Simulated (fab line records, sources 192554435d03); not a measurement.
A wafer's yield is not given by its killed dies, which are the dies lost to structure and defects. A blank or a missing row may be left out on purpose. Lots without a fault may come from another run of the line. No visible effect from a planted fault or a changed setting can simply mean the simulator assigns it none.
What tool caused it? -- flow n5_finfet -- 30 wafers from 10 lots sampled at 5 of the route's 1938 steps

== WHAT THE GAUGES SHOWED, per wafer ==
The record holds no reading of a measuring or inspecting step that can be judged against a usual standard deviation.

== WHAT TOOL EACH LOT RAN ON (gives the tool, then ch and the chambers of the sampled wafers, and finally the start) ==
lot,N5_MOL_CONTACT_COAG_VIA_ETCH_117,N5_MIM_BOT_DEGAS_01,N5_MIM_BOT_SPUTTER_00,N5_MIM_TOP_LITHO_DESCUM_10,N5_PASSIVATION_PROBE_49
L404,"rie_diel-05 ch 0,1,3, day 5 20:59","pvd_sputter-02, day 11 21:50","pvd_sputter-02, day 11 21:53","rie_diel-01 ch 0,2,3, day 11 23:37",-
L405,"rie_diel-01 ch 0,1,2, day 5 21:08","pvd_sputter-03, day 12 03:29","pvd_sputter-03, day 12 03:31","rie_diel-05 ch 0,1,3, day 12 04:53",-
L406,"rie_diel-05 ch 0,1,3, day 6 00:42","pvd_sputter-03, day 11 23:31","pvd_sputter-03, day 11 23:34","rie_diel-01 ch 0,1,2, day 12 04:07",-
L409,"rie_diel-01 ch 2,3, day 6 22:28","pvd_sputter-03, day 13 05:47","pvd_sputter-03, day 13 05:50","rie_diel-01 ch 0,3, day 13 09:11",-
L413,"rie_diel-01 ch 0,2,3, day 7 16:39","pvd_sputter-01, day 14 05:43","pvd_sputter-01, day 14 05:45","rie_diel-01 ch 1,3, day 14 10:20","prober-02, day 14 22:03"
L417,"rie_diel-04 ch 0,1, day 9 00:32","pvd_sputter-01, day 15 06:22","pvd_sputter-01, day 15 06:25","rie_diel-04 ch 1,2, day 15 07:53",-
L418,"rie_diel-04 ch 0,2,3, day 9 04:54","pvd_sputter-02, day 15 06:02","pvd_sputter-02, day 15 06:05","rie_diel-04 ch 0,2,3, day 15 07:40",-
L420,"rie_diel-05 ch 0,3, day 9 16:07","pvd_sputter-01, day 15 20:05","pvd_sputter-01, day 15 20:07","rie_diel-01 ch 0,1,2, day 15 23:43",-
L421,"rie_diel-05 ch 0,2,3, day 9 18:25","pvd_sputter-02, day 16 00:31","pvd_sputter-02, day 16 00:34","rie_diel-01 ch 1,2, day 16 02:01",-
L426,"rie_diel-05 ch 0,1,3, day 11 03:05","pvd_sputter-01, day 17 13:01","pvd_sputter-01, day 17 13:04","rie_diel-01 ch 1,3, day 17 14:09",-
- N5_MOL_CONTACT_COAG_VIA_ETCH_117: etches SiO2 in C4F6/O2, target depth 40 nm, overetch 8 nm, time 26 s.
- N5_MIM_BOT_DEGAS_01: time 60 s.
- N5_MIM_BOT_SPUTTER_00: material TiN, target thk 35 nm, time 89.7 s.
- N5_MIM_TOP_LITHO_DESCUM_10: chemistry O2, time 7.9 s.
- N5_PASSIVATION_PROBE_49

== WHAT THE TOOLS THEMSELVES READ (means of the sampled wafers that have a number; where no wafer has one, the mark that the record gives instead) ==
N5_MOL_CONTACT_COAG_VIA_ETCH_117. Usual: C4F6_flow_sccm 9.995 sccm, standard deviation 0.028; drypump_motor_current_A 5.9 A, standard deviation 0.49; oes_product_au 0.71 a.u., standard deviation 0.067; rf_vpp_V 1590 V, standard deviation 12; showerhead_plenum_p_Torr 2.86 Torr, standard deviation 0.088; throttle_valve_pct 40.9 %, standard deviation 0.32.
lot,tool,C4F6_flow_sccm (sccm),drypump_motor_current_A (A),oes_product_au (a.u.),rf_vpp_V (V),showerhead_plenum_p_Torr (Torr),throttle_valve_pct (%),flag
L404,rie_diel-05,9.993,5.8,0.71,1602,2.90,40.9,
L405,rie_diel-01,9.985,6.2,0.75,1595,2.88,41.4,
L406,rie_diel-05,9.986,5.8,0.71,1601,2.89,40.9,
L409,rie_diel-01,9.995,5.6,0.65,1577,2.75,41.0,
L413,rie_diel-01,9.997,5.7,0.69,1584,2.81,41.2,
L417,rie_diel-04,9.977,6.3,0.65,1585,2.73,40.9,
L418,rie_diel-04,9.984,6.0,0.70,1580,2.85,40.8,
L420,rie_diel-05,10.020,5.6,0.72,1592,2.82,40.8,
L421,rie_diel-05,9.986,5.9,0.70,1587,2.85,40.8,
L426,rie_diel-05,10.005,5.8,0.74,1596,2.87,40.9,

N5_MIM_BOT_DEGAS_01. Usual: heater_power_w reads 452 W (standard deviation 51).
lot,tool,heater_power_w (W),flag
L404,pvd_sputter-02,448,
L405,pvd_sputter-03,447,
L406,pvd_sputter-03,476,
L409,pvd_sputter-03,468,
L413,pvd_sputter-01,467,
L417,pvd_sputter-01,462,
L418,pvd_sputter-02,415,
L420,pvd_sputter-01,475,
L421,pvd_sputter-02,455,
L426,pvd_sputter-01,448,

N5_MIM_BOT_SPUTTER_00. Usual: throttle_valve_pct reads 29.9 % (standard deviation 1.3).
lot,tool,throttle_valve_pct (%),flag
L404,pvd_sputter-02,29.8,
L405,pvd_sputter-03,29.6,
L406,pvd_sputter-03,30.6,
L409,pvd_sputter-03,30.0,
L413,pvd_sputter-01,28.4,
L417,pvd_sputter-01,28.2,
L418,pvd_sputter-02,29.8,
L420,pvd_sputter-01,29.2,
L421,pvd_sputter-02,29.5,
L426,pvd_sputter-01,27.0,

N5_MIM_TOP_LITHO_DESCUM_10. Usual: drypump_motor_current_A 6.0 A, standard deviation 0.55; oes_product_au 0.80 a.u., standard deviation 0.088; rf_vpp_V 243.4 V, standard deviation 1.3; showerhead_plenum_p_Torr 2.11 Torr, standard deviation 0.062; throttle_valve_pct 20.5 %, standard deviation 0.31.
lot,tool,drypump_motor_current_A (A),oes_product_au (a.u.),rf_vpp_V (V),showerhead_plenum_p_Torr (Torr),throttle_valve_pct (%),flag
L404,rie_diel-01,5.7,0.74,242.3,2.06,20.6,
L405,rie_diel-05,5.8,0.82,242.5,2.11,20.4,
L406,rie_diel-01,6.2,0.78,243.7,2.10,20.7,
L409,rie_diel-01,5.2,0.94,244.9,2.20,20.3,
L413,rie_diel-01,6.1,0.87,244.2,2.16,20.6,
L417,rie_diel-04,5.7,0.76,243.1,2.09,20.5,
L418,rie_diel-04,6.0,0.89,244.2,2.16,19.9,
L420,rie_diel-01,6.2,0.85,242.8,2.09,20.6,
L421,rie_diel-01,6.6,0.85,242.9,2.10,20.6,
L426,rie_diel-01,6.1,0.82,244.3,2.15,20.7,

N5_PASSIVATION_PROBE_49. Usual: defect_limited_yield 91.3 %, standard deviation 1.5; killed_at_M0_to_M3 35, standard deviation 10; killed_at_M4_up 13, standard deviation 5.3; killed_at_contacts 12, standard deviation 5.7; killed_at_front_end 39, standard deviation 11; killed_at_other 3.3, standard deviation 2.7; killed_dies 102, standard deviation 18; killed_on_rim 13, standard deviation 4; killed_open 67, standard deviation 13; killed_short 34, standard deviation 7.8; sort_bin_5_function 5.1 %, standard deviation 1; sort_bin_6_memory 3.3 %, standard deviation 0.68; sort_n_pass 1078, standard deviation 18; sort_yield_pct 91.3 %, standard deviation 1.5.
lot,tool,defect_limited_yield (%),killed_at_M0_to_M3,killed_at_M4_up,killed_at_contacts,killed_at_front_end,killed_at_other,killed_dies,killed_on_rim,killed_open,killed_short,sort_bin_5_function (%),sort_bin_6_memory (%),sort_n_pass,sort_yield_pct (%),flag
L413,prober-02,88.0,42,13,47,36,3.7,142,22,63,42,7.3,3.8,1038,88.0,OFF

== THE ANSWER, worked out from the rows above alone ==
Rule: a lot is off if the mean of its wafers that have a number lies more than 3 standard deviations from the usual mean. A lot without any number at a reading at which 4 lots or more have one is off too. All remaining lots with rows at the step are treated as sound. After the gauges, taken in route order, come the tools' own readings; for these a lot's mean is taken, as printed above. At the first step where some lot is off, the reading lying furthest off is the one used; lots without a number count as furthest.
Off: L413 (N5_PASSIVATION_PROBE_49, killed_at_contacts). Neither off nor sound, because the step has no rows for them: L404, L405, L406, L409, L417, L418, L420, L421, L426.
If a tool, at that step or one of the process steps before it, ran each lot that is off and ran no sound lot following the first of them, it fits. Can't be told from this: 3 tools fit, rie_diel-01 at N5_MOL_CONTACT_COAG_VIA_ETCH_117 and N5_MIM_TOP_LITHO_DESCUM_10, pvd_sputter-01 at N5_MIM_BOT_DEGAS_01 and N5_MIM_BOT_SPUTTER_00, prober-02 at N5_PASSIVATION_PROBE_49.

== WHAT WAS PUT IN BY THE SIMULATOR ==
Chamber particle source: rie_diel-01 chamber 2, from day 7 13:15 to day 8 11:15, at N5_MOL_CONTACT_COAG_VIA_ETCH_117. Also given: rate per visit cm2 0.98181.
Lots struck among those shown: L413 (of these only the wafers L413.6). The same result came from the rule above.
